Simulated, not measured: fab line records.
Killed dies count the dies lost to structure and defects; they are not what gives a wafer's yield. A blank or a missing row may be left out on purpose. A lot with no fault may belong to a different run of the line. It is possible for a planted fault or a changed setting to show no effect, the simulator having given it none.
fab line records | flow n5_finfet
record: lots: 7 wafers: 21
route steps=1938 shown SDB@348 HKMG_FIN@403 GATE_CUT@466 MOL_CONTACT_COAG@579 BEOL_M0_SAQP@663
start_h: hours from the record's first day to the start of the lot's first wafer shown | wait_h: time in hours since the lot's previous step | " unchanged from the row above | L1.1+2: one row covering several wafers at once | - no value, or no start was given | * or withheld: withheld | < > ~ a bound
route shown NAME@n: NAME is a module with steps in the file, n the number in the route of the first one | usual: mean/standard deviation of fault-free wafers | same: alike in all rows | chamber/n: place in a boat | sites: readings site by site | _std_site: their standard deviation | _edge_site: outer sites' mean less inner sites' | radius_mm: how far each site lies from the wafer's centre | mask NAME#n: copy n | behind: tool/chamber where the wafer was last shaped | hold: cause of the lot's hold/its duration in hours/its outcome | device: names the non-switching transistor (n, p or np) | end of line: the route-end tests of the same wafers | a step with no rows: only its recipe | killed: not the wafer's yield, but the dies lost to structure and defects at the first sort | map: shows each die of a wafer: x if killed, . if not, _ if none is there
set.NAME: the setting the step ran with; set.NAME@STEP: the setting that earlier step ran with | model.NAME: the simulator's own value behind a step, which no gauge read
lots with deliberately changed settings; one table per step, one row per wafer
== steps ==
step: N5_SDB_COAT_03
recipe: resist: SOC temp_c: 250 time_s: 60 spin_rpm: 1500 resist_thk_nm: 100
columns lot.wafer tool chamber start_h wait_h set.spin_rpm model.SOC_of_SDB_COAT_03.thk_nm
L075.3+6 litho_track-05 0 73.61 0.1 1500 99.8
L075.5 " 0 " " 1500 100
L080.1 litho_track-01 0 102.44 0.1 1500 99.8
L080.2 " 0 " " 1500 99.6
L080.4 " 0 " " 1619 95.8
L081.1 litho_track-05 0 109.65 0.1 1500 100
L081.4 " 0 " " 1377 104.4
L081.6 " 0 " " 1500 100.2
L087.1 litho_track-05 0 144.87 0.1 1655 95.4
L087.3 " 0 " " 1655 95.2
L087.4 " 0 " " 1500 100.2
L089.2+4 litho_track-01 0 153.55 0.1 1350 105.6
L089.5 " 0 " " 1500 100
L090.1+5 litho_track-05 0 163.24 0.1 1338 105.6
L090.2 " 0 " " 1500 99.6
L094.1 litho_track-05 0 182.87 0.1 1500 100.4
L094.5+6 " 0 " " 1500 100.6
step: N5_SDB_COAT_04
recipe: resist: SiARC temp_c: 220 time_s: 60 spin_rpm: 1500 resist_thk_nm: 18
step: N5_SDB_COAT_05
recipe: resist: CAR-ArF spin_rpm: 1500 resist_thk_nm: 90
step: N5_SDB_DESCUM_16
recipe: chemistry: O2 time_s: 7.9 source_power_w: 50 bias_power_w: 20 pressure_mtorr: 20 rf_frequency_hz: 2.712e+07 temp_c: 40 resist: CAR-ArF o2_flow_sccm: 225
step: N5_SDB_ETCH_17
recipe: chemistry: CF4 target: SiARC target_depth_a: 234 mask_material: CAR-ArF time_s: 39 ion_energy_ev: 80 pressure_mtorr: 40 source_w: 545 bias_w: 36 Ar_flow_sccm: 100 cf4_flow_sccm: 100 ends: cleared
step: N5_SDB_ETCH_18
recipe: chemistry: N2/H2 target: SOC target_depth_a: 1000 overetch_a: 200 mask_material: SiARC temp_c: 40 time_s: 150 ion_energy_ev: 200 pressure_mtorr: 30 source_w: 840 bias_w: 150 n2_flow_sccm: 200 h2_flow_sccm: 200
columns lot.wafer tool chamber start_h wait_h set.spin_rpm@SDB_COAT_03 model.etch.depth_nm
L075.3 rie_diel-02 1 74.14 0.0 1500 99.76
L075.5 " 3 " " 1500 99.96
L075.6 " 0 " " 1500 99.77
L080.1 rie_diel-05 3 102.97 0.0 1500 99.84
L080.2 " 2 " " 1500 99.69
L080.4 " 0 " " 1619 95.79
L081.1 rie_diel-02 0 110.05 0.0 1500 100
L081.4 " 0 " " 1377 104.5
L081.6 " 1 " " 1500 100.2
L087.1 rie_diel-05 0 145.27 0.0 1655 95.49
L087.3 " 2 " " 1655 95.14
L087.4 " 1 " " 1500 100.2
L089.2+4 rie_diel-05 2,0 153.95 0.0 1350 105.7
L089.5 " 3 " " 1500 100.1
L090.1 rie_diel-06 2 163.74 0.0 1338 105.5
L090.2 " 3 " " 1500 99.66
L090.5 " 3 " " 1338 105.7
L094.1 rie_diel-05 3 183.39 0.0 1500 100.5
L094.5+6 " 1,2 " " 1500 100.7
step: N5_SDB_STRIP_19
recipe: chemistry: N2/H2 temp_c: 40 n2_flow_sccm: 200 h2_flow_sccm: 200 rf_frequency_hz: 6e+07
step: N5_SDB_STRIP_21
recipe: chemistry: CF4 resist: SiARC power_w: 300 bias_power_w: 75 pressure_mtorr: 50 cf4_flow_sccm: 150 rf_frequency_hz: 6e+07
step: N5_SDB_HM_OPEN_20
recipe: chemistry: CH3F/O2 target: SiNx mask_material: SOC target_depth_a: 240 stop_on: poly-Si over_etch_frac: 0.4 ion_energy_ev: 120 pressure_mtorr: 30 source_w: 395 bias_w: 73 Ar_flow_sccm: 150 CH3F_flow_sccm: 30 O2_flow_sccm: 20
step: N5_SDB_STRIP_22
recipe: chemistry: N2/H2 power_w: 1000 temp_c: 250 h2_frac: 0.65 overash_fraction: 0.3 pressure_mtorr: withheld n2_flow_sccm: 1750 h2_flow_sccm: 3250
usual: strip_time_to_endpoint_s: 96.4/0.36
columns lot.wafer tool chamber start_h wait_h set.spin_rpm@SDB_COAT_03 strip_time_to_endpoint_s
L075.3 plasma_asher-01 1 74.41 0.1 1500 96.4
L075.5 " 1 " " 1500 96.6
L075.6 " 0 " " 1500 96.3
L080.1 plasma_asher-01 1 103.21 0.1 1500 95.4
L080.2 " 0 " " 1500 96.1
L080.4 " 1 " " 1619 92.2
L081.1 plasma_asher-01 0 110.29 0.1 1500 96.4
L081.4 " 1 " " 1377 100.7
L081.6 " 0 " " 1500 96.8
L087.1 plasma_asher-02 1 145.51 0.1 1655 92.2
L087.3 " 1 " " 1655 92.0
L087.4 " 0 " " 1500 96.4
L089.2 plasma_asher-02 0 154.19 0.1 1350 102.1
L089.4 " 1 " " 1350 101.9
L089.5 " 0 " " 1500 96.0
L090.1 plasma_asher-01 0 163.98 0.1 1338 101.6
L090.2 " 1 " " 1500 96.3
L090.5 " 1 " " 1338 101.9
L094.1 plasma_asher-02 0 183.63 0.1 1500 96.2
L094.5 " 0 " " 1500 96.8
L094.6 " 1 " " 1500 97.2
step: N5_HKMG_FIN_ETCH_55
recipe: chemistry: N2/H2 target: SOC target_depth_a: 2400 temp_c: 40 time_s: 300 ion_energy_ev: 200 mask_material: SiARC pressure_mtorr: 30 source_w: 840 bias_w: 150 n2_flow_sccm: 200 h2_flow_sccm: 200
columns lot.wafer tool chamber start_h wait_h set.time_s model.etch.depth_nm model.HKMG_FIN.feature_depth_nm model.SiARC_of_HKMG_FIN_COAT_42.thk_nm
L075.3 rie_diel-02 3 80.02 0.0 300 232.3 232.2 21.6
L075.5 " 1 " " 300 231.7 231.6 21.8
L075.6 " 0 " " 300 237.7 237.6 21.6
L080.1 rie_diel-05 1 109.24 0.0 300 240 240 21
L080.2 " 0 " " 300 237.1 237 21.2
L080.4 " 2 " " 275.3 214.4 214.4 22.6
L081.1 rie_diel-05 3 115.79 0.0 349.1 292.8 292.8 18.4
L081.4 " 2 " " 300 235.5 235.4 21.6
L081.6 " 3 " " 349.1 291.4 291.4 18.4
L087.1 rie_diel-02 1 150.77 0.0 343.4 262.2 262.2 20
L087.3 " 2 " " 343.4 271.2 271.2 19.6
L087.4 " 3 " " 300 241.4 241.4 21
L089.2 rie_diel-05 3 159.50 0.0 300 248.9 248.8 20.6
L089.4 " 1 " " 300 241.2 241.2 21
L089.5 " 2 " " 300 232.6 232.6 21.4
L090.1 rie_diel-06 3 169.40 0.0 300 237.9 238 21.6
L090.2 " 0 " " 343.1 273.5 273.4 19.2
L090.5 " 0 " " 343.1 273.1 273 19.2
L094.1 rie_diel-05 0 189.06 0.0 300 234.3 234.4 21.4
L094.5 " 0 " " 300 235.9 236 21.4
L094.6 " 3 " " 300 246.6 246.6 20.8
step: N5_GATE_CUT_ETCH_56
recipe: chemistry: Cl2/Ar target: TiN target_depth_a: 216 pressure_mtorr: 10 icp_w: 600 bias_w: 60 Cl2_flow_sccm: 40 Ar_flow_sccm: 60
columns lot.wafer tool chamber start_h wait_h set.bias_w model.etch.depth_nm
L075.3 rie_metal-03 1 87.88 0.1 60 22.06
L075.5 " 1 " " 60 22.13
L075.6 " 0 " " 60 21.66
L080.1 rie_metal-03 0 117.13 0.1 60 21.71
L080.2 " 1 " " 50.61 20.81
L080.4 " 1 " " 50.61 20.89
L081.1 rie_metal-02 1 123.93 0.1 51.06 20.61
L081.4 " 1 " " 51.06 20.68
L081.6 " 0 " " 60 21.62
L087.1 rie_metal-03 1 158.71 0.1 60 22.15
L087.3 " 0 " " 56.98 21.32
L087.4 " 1 " " 60 22.12
L089.2 rie_metal-02 0 167.44 0.1 49.23 19.84
L089.4 " 1 " " 49.23 19.9
L089.5 " 0 " " 60 21.25
L090.1 rie_metal-03 0 177.55 0.1 60 21.73
L090.2 " 1 " " 60 22.09
L090.5 " 1 " " 60 22.08
L094.1 rie_metal-03 0 197.20 0.1 60 21.46
L094.5 " 1 " " 60 21.73
L094.6 " 0 " " 60 21.31
step: N5_MOL_CONTACT_COAG_ALD_131
recipe: material: SiO2 target_thk_a: 50 temp_c: 100 ald_precursor_family: BDEAS ald_co_reactant: O2-plasma pulse_time_s: 1 co_reactant_pulse_time_s: 1 purge_time_s: 2 co_reactant_purge_time_s: 2 ald_cycles: 35 pressure_torr: 2
columns lot.wafer tool chamber start_h wait_h set.ald_cycles model.SiO2_of_MOL_CONTACT_COAG_ALD_131.thk_nm
L075.3+5+6 ald_sin-01 3,2,1 108.18 0.3 35 5
L080.1+4 ald_sin-02 0,1 137.00 0.5 35 5
L080.2 " 2 " " 38 5.4
L081.1 ald_sin-02 2 140.59 0.1 29 4.2
L081.4+6 " 3,0 " " 35 5
L087.1 ald_sin-01 0 174.46 0.1 33 4.8
L087.3+4 " 1,2 " " 35 5
L089.2+5 ald_sin-02 3,2 190.82 0.1 40 5.6
L089.4 " 0 " " 40 5.8
L090.1+5 ald_sin-04 3,0 199.81 1.5 39 5.6
L090.2 " 2 " " 35 5
L094.1+6 ald_sin-01 0,2 215.08 0.1 29 4.2
L094.5 " 3 " " 35 5
step: N5_MOL_CONTACT_COAG_VIA_ETCH_46
recipe: chemistry: C4F6/O2 target_depth_a: 460 overetch_a: 92 mask_material: SOC target: SiO2 bias_w: 455 pressure_mtorr: 10 time_s: 40 source_w: 325 Ar_flow_sccm: 300 C4F6_flow_sccm: 10 O2_flow_sccm: 10 ion_energy_ev: 575.3 ends: end_point
usual: rf_vpp_V: 1578/24
columns lot.wafer tool chamber start_h wait_h set.bias_w rf_vpp_V
L075.3 rie_diel-02 1 108.52 0.0 455 1573
L075.5 " 1 " " 455 1572
L075.6 " 3 " " 455 1568
L080.1 rie_diel-06 3 137.33 0.0 455 1547
L080.2 " 2 " " 489.3 1725
L080.4 " 1 " " 455 1575
L081.1 rie_diel-02 0 140.93 0.0 522.7 1732
L081.4 " 2 " " 455 1547
L081.6 " 0 " " 522.7 1731
L087.1 rie_diel-02 3 174.80 0.0 382.1 1398
L087.3 " 2 " " 455 1547
L087.4 " 1 " " 382.1 1378
L089.2 rie_diel-06 2 191.22 0.0 455 1635
L089.4 " 1 " " 517.8 1733
L089.5 " 0 " " 517.8 1765
L090.1 rie_diel-06 0 200.15 0.0 455 1604
L090.2 " 1 " " 455 1577
L090.5 " 0 " " 455 1604
L094.1 rie_diel-02 0 215.42 0.0 455 1562
L094.5 " 1 " " 521.5 1738
L094.6 " 0 " " 455 1562
step: N5_BEOL_M0_SAQP_SPACER1_ALD_98
recipe: material: SiO2 target_thk_a: 128 temp_c: 300 ald_precursor_family: BDEAS ald_co_reactant: O2-plasma pulse_time_s: 1 purge_time_s: 2 co_reactant_purge_time_s: 2 ald_cycles: 138 pressure_torr: 2
columns lot.wafer tool chamber start_h wait_h set.temp_c model.SiO2_of_BEOL_M0_SAQP_SPACER1_ALD_98.thk_nm
L075.3+6 ald_sin-01 0 117.43 0.1 300 12.8
L075.5 " 1 " " 300 12.6
L080.1+2 ald_sin-01 3,2 147.73 0.3 300 12.8
L080.4 " 1 " " 292.7 13
L081.1+4 ald_sin-03 1,3 150.55 0.4 286.6 13.4
L081.6 " 3 " " 300 12.8
L087.1+3+4 ald_sin-01 2,3,0 188.09 3.3 300 12.8
L089.2 ald_sin-03 3 203.38 0.3 293.3 13.2
L089.4+5 " 0,2 " " 300 12.8
L090.1+5 ald_sin-03 2 210.18 0.5 303.6 12.8
L090.2 " 0 " " 300 12.8
L094.1 ald_sin-02 0 227.53 0.6 300 12.8
L094.5+6 " 3,2 " " 293 13.2
step: N5_BEOL_M0_SAQP_SPACER1_ETCHBACK_99
recipe: chemistry: CHF3/O2 mode: anisotropic_etchback target: SiO2 target_depth_a: 154 time_s: 7.7 pressure_mtorr: 30 source_w: 650 bias_w: 170 Ar_flow_sccm: 200 CHF3_flow_sccm: 50 O2_flow_sccm: 5 ion_energy_ev: 200
step: N5_BEOL_M0_SAQP_MANDREL1_REMOVE_100
recipe: chemistry: HBr/Cl2/O2 bt_time_s: 10 target: a-Si stop_on: SiNx endpoint: OES-SiCl over_etch_frac: 0.85 icp_w: 600 bias_w: 30 HBr_flow_sccm: 150 Cl2_flow_sccm: 80 O2_flow_sccm: 5 pressure_mtorr: 10
columns lot.wafer tool chamber start_h wait_h set.temp_c@BEOL_M0_SAQP_SPACER1_ALD_98 model.BEOL_M0_SAQP.cd_nm model.SiO2_of_BEOL_M0_SAQP_SPACER1_ALD_98.thk_nm
L075.3+6 rie_si-05 0 117.99 0.1 300 12.8 7.4
L075.5 " 1 " " 300 12.8 7.2
L080.1+2 rie_si-03 2,3 148.29 0.1 300 12.8 7.4
L080.4 " 0 " " 292.7 13.2 7.6
L081.1 rie_si-05 2 151.11 0.1 286.6 13.6 8.2
L081.4 " 0 " " 286.6 13.4 8
L081.6 " 2 " " 300 13 7.6
L087.1+3+4 rie_si-06 0,1,3 188.65 0.1 300 12.8 7.4
L089.2 rie_si-05 2 204.19 0.1 293.3 13.2 7.8
L089.4 " 3 " " 300 12.8 7.4
L089.5 " 0 " " 300 12.6 7.4
L090.1+5 rie_si-06 2,1 210.74 0.1 303.6 12.8 7.4
L090.2 " 1 " " 300 12.8 7.4
L094.1 rie_si-05 2 228.09 0.1 300 12.8 7.4
L094.5 " 3 " " 293 13.2 7.8
L094.6 " 0 " " 293 13 7.8
step: N5_BEOL_M0_SAQP_ETCH_88
recipe: chemistry: N2/H2 target: underlayer target_depth_a: 65 time_s: 5.2 ion_energy_ev: 200 mask_material: CAR-EUV pressure_mtorr: 30 source_w: 840 bias_w: 150 n2_flow_sccm: 200 h2_flow_sccm: 200 ends: cleared
usual: etch_rf_on_time_s: 5.19/0.15 rf_vpp_V: 523.9/2.4
columns lot.wafer tool chamber start_h wait_h set.source_w etch_rf_on_time_s rf_vpp_V
L075.3 rie_diel-03 2 120.32 0.0 840 5.33 526.5
L075.5 " 0 " " 840 5.15 525.5
L075.6 " 3 " " 840 4.83 521.9
L080.1 rie_diel-04 0 151.24 0.0 840 5.26 525.5
L080.2 " 3 " " 788.2 5.48 534.9
L080.4 " 1 " " 840 5.17 521.8
L081.1 rie_diel-03 0 153.68 0.0 840 5.16 525.8
L081.4 " 2 " " 840 5.32 527.6
L081.6 " 0 " " 840 5.11 524.5
L087.1 rie_diel-04 2 191.25 0.0 730 5.67 547.6
L087.3 " 3 " " 730 5.80 548.2
L087.4 " 1 " " 840 5.25 520.8
L089.2 rie_diel-01 1 207.68 0.0 840 5.20 519.4
L089.4 " 0 " " 840 5.20 522.7
L089.5 " 1 " " 708.4 5.99 549.7
L090.1 rie_diel-01 2 213.21 0.0 731.7 5.89 552.2
L090.2 " 1 " " 840 5.28 519.5
L090.5 " 0 " " 840 5.25 522.3
L094.1 rie_diel-03 1 230.49 0.0 840 5.38 524.9
L094.5 " 0 " " 840 5.16 524.7
L094.6 " 3 " " 840 4.93 521.6
step: N5_BEOL_M0_SAQP_CUT_ETCH_46
recipe: chemistry: N2/H2 target: SOC target_depth_a: 1350 overetch_a: 270 temp_c: 40 time_s: 202.5 ion_energy_ev: 200 mask_material: SiARC pressure_mtorr: 30 source_w: 840 bias_w: 150 n2_flow_sccm: 200 h2_flow_sccm: 200
columns lot.wafer tool chamber start_h wait_h set.time_s model.SiARC_of_BEOL_M0_SAQP_COAT_72.thk_nm
L075.3 rie_diel-03 2 120.37 0.0 202.5 5.4
L075.5 " 0 " " 202.5 4.8
L075.6 " 3 " " 202.5 4.2
L080.1 rie_diel-04 0 151.29 0.0 187.9 5.8
L080.2 " 3 " " 202.5 5
L080.4 " 1 " " 202.5 5.2
L081.1 rie_diel-03 0 153.73 0.0 244.9 2.8
L081.4 " 2 " " 244.9 3.4
L081.6 " 0 " " 202.5 5
L087.1 rie_diel-04 2 191.30 0.0 202.5 4.6
L087.3 " 3 " " 202.5 4.8
L087.4 " 1 " " 202.5 5
L089.2 rie_diel-01 1 207.73 0.0 228 3.8
L089.4 " 0 " " 202.5 4.8
L089.5 " 1 " " 202.5 5
L090.1 rie_diel-01 2 213.26 0.0 202.5 5.2
L090.2 " 1 " " 202.5 4.8
L090.5 " 0 " " 162.7 6.8
L094.1 rie_diel-03 1 230.54 0.0 202.5 5
L094.5 " 0 " " 202.5 4.8
L094.6 " 3 " " 202.5 4.2
== key ==
split: step: N5_SDB_COAT_03 setting: spin_rpm stated: 1500 by: wafer
response: step: N5_SDB_COAT_03 reading: model.SOC_of_SDB_COAT_03.thk_nm change: -0.524 per: 1% r: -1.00
response: step: N5_SDB_ETCH_18 reading: model.etch.depth_nm change: -0.524 per: 1% r: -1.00
response: step: N5_SDB_STRIP_22 reading: strip_time_to_endpoint_s change: * per: 1% r: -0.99
split: step: N5_HKMG_FIN_ETCH_55 setting: time_s stated: 300 by: wafer
response: step: N5_HKMG_FIN_ETCH_55 reading: model.etch.depth_nm change: +2.66 per: 1% r: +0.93
response: step: N5_HKMG_FIN_ETCH_55 reading: model.HKMG_FIN.feature_depth_nm change: +2.66 per: 1% r: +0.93
response: step: N5_HKMG_FIN_ETCH_55 reading: model.SiARC_of_HKMG_FIN_COAT_42.thk_nm change: -0.155 per: 1% r: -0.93
split: step: N5_GATE_CUT_ETCH_56 setting: bias_w stated: 60 by: wafer
response: step: N5_GATE_CUT_ETCH_56 reading: model.etch.depth_nm change: +0.0697 per: 1% r: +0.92
split: step: N5_MOL_CONTACT_COAG_ALD_131 setting: ald_cycles stated: 35 by: wafer
response: step: N5_MOL_CONTACT_COAG_ALD_131 reading: model.SiO2_of_MOL_CONTACT_COAG_ALD_131.thk_nm change: +0.0471 per: 1% r: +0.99
split: step: N5_MOL_CONTACT_COAG_VIA_ETCH_46 setting: bias_w stated: 455 by: wafer
response: step: N5_MOL_CONTACT_COAG_VIA_ETCH_46 reading: rf_vpp_V change: +11.4 per: 1% r: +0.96
split: step: N5_BEOL_M0_SAQP_SPACER1_ALD_98 setting: temp_c stated: 300 by: wafer
response: step: N5_BEOL_M0_SAQP_SPACER1_ALD_98 reading: model.SiO2_of_BEOL_M0_SAQP_SPACER1_ALD_98.thk_nm change: -0.132 per: 1% r: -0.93
response: step: N5_BEOL_M0_SAQP_MANDREL1_REMOVE_100 reading: model.BEOL_M0_SAQP.cd_nm change: -0.133 per: 1% r: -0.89
response: step: N5_BEOL_M0_SAQP_MANDREL1_REMOVE_100 reading: model.SiO2_of_BEOL_M0_SAQP_SPACER1_ALD_98.thk_nm change: -0.12 per: 1% r: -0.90
split: step: N5_BEOL_M0_SAQP_ETCH_88 setting: source_w stated: 840 by: wafer
response: step: N5_BEOL_M0_SAQP_ETCH_88 reading: etch_rf_on_time_s change: * per: 1% r: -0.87
response: step: N5_BEOL_M0_SAQP_ETCH_88 reading: rf_vpp_V change: -2.06 per: 1% r: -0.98
split: step: N5_BEOL_M0_SAQP_CUT_ETCH_46 setting: time_s stated: 202.5 by: wafer
response: step: N5_BEOL_M0_SAQP_CUT_ETCH_46 reading: model.SiARC_of_BEOL_M0_SAQP_COAT_72.thk_nm change: -0.0909 per: 1% r: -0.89
